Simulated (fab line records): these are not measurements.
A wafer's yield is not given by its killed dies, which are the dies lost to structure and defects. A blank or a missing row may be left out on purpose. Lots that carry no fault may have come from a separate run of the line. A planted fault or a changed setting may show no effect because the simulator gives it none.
Matching of chambers + flow nand-harc + 4 sister chambers for NHARC_A_STAIRCASE_ETCH_444 on rie-diel-07
The step etches the open film in C4F8/O2, target depth 10200 nm, time 3400 s. 8 wafers are shown with their chamber, then 7 later ones without.

== EACH WAFER AND ITS CHAMBER ==
| wafer  | chamber | rf-vpp-V (V) | oes-product-au (a.u.) |
|--------|---------|--------------|-----------------------|
| L080.6 | 2       | 800          | 0.928                 |
| L084.5 | 2       | 801          | 0.939                 |
| L084.6 | 1       | 800          | 0.929                 |
| L085.1 | 3       | 809          | 0.931                 |
| L085.4 | 0       | 814          | 0.930                 |
| L085.6 | 3       | 808          | 0.927                 |
| L088.2 | 0       | 816          | 0.931                 |
| L088.4 | 1       | 799          | 0.920                 |

== WAFERS MISSING THEIR CHAMBER ==
| wafer  | rf-vpp-V (V) | oes-product-au (a.u.) |
|--------|--------------|-----------------------|
| L088.5 | 810          | 0.930                 |
| L089.1 | 814          | 0.928                 |
| L089.4 | 802          | 0.933                 |
| L089.5 | 799          | 0.924                 |
| L097.1 | 815          | 0.960                 |
| L097.3 | 810          | 0.958                 |
| L097.5 | 809          | 0.966                 |

== CHAMBER TAKEN BY EACH ==
| wafer  | from the rows above     | in truth |
|--------|-------------------------|----------|
| L088.5 | 3                       | 3        |
| L089.1 | 0                       | 0        |
| L089.4 | can't be placed: 2 or 1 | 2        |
| L089.5 | can't be placed: 1 or 2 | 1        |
| L097.1 | 0                       | 0        |
| L097.3 | can't be placed: 3 or 0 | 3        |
| L097.5 | 3                       | 3        |
Correctly placed: 4 of 7. Cannot be placed on the basis of these rows: 3; the candidates contain the true chamber in 3. Placed wrongly: 0.
How it was worked out, from the rows above alone: a wafer's distance from a chamber is the root of the sum, over the readings, of the square of ((its reading less the chamber's mean) divided by the reading's scatter). The wafer belongs to the nearest chamber; if the next one is less than 2 further off, it can't be placed. Each chamber's mean is taken over the wafers shown for it. How the scatter is found: for the shown wafers, subtract from each reading the mean of its chamber, square and add these, divide the total by (wafers less chambers), then take the root.
